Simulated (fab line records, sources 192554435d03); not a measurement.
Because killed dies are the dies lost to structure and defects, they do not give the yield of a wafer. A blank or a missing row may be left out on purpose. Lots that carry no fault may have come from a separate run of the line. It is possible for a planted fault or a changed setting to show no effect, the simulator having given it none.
Chamber matching ; flow n5Finfet ; N5_BEOL_M4_ETCH_74 on rieDiel-06: 4 sister chambers
The step etches underlayer in N2/H2, target depth 6.5 nm, time 5.2 s. 8 wafers are shown with their chamber, then 10 later ones without.

WAFERS PAIRED WITH THEIR CHAMBERS
wafer;chamber;drypumpMotorCurrentA (A);throttleValvePct (%)
L080.4;3;6.8;17.9
L083.6;3;6.8;17.9
L085.1;0;5.9;18.1
L085.6;2;6.1;18.1
L089.3;2;6.2;18.1
L089.4;0;5.9;18.1
L091.3;1;5.2;17.8
L091.4;1;5.2;17.9

WAFERS MISSING THEIR CHAMBER
wafer;drypumpMotorCurrentA (A);throttleValvePct (%)
L091.5;5.9;18.1
L090.1;5.2;17.8
L090.2;5.9;18.1
L090.6;5.2;17.8
L093.3;5.9;18.1
L093.5;5.2;17.8
L093.6;6.8;17.5
L094.2;5.2;17.9
L094.3;5.9;18.1
L094.6;5.2;17.8

WHICH CHAMBER EACH ONE RAN IN
wafer;from the rows above;in truth
L091.5;0;0
L090.1;1;1
L090.2;0;0
L090.6;1;1
L093.3;0;0
L093.5;1;1
L093.6;3;3
L094.2;1;1
L094.3;0;0
L094.6;1;1
10 of 10 placed correctly. From these rows, 0 cannot be placed. 0 placed wrongly.
How it was worked out, from the rows above alone: a wafer's distance from a chamber is the root of the sum, over the readings, of the square of ((its reading less the chamber's mean) divided by the reading's scatter). If the next closest chamber is less than 2 further off than the closest, the wafer can't be placed; otherwise it belongs to the closest. For every chamber, the mean is computed from those of its wafers that are shown. How the scatter is found: for the shown wafers, subtract from each reading the mean of its chamber, square and add these, divide the total by (wafers less chambers), then take the root.
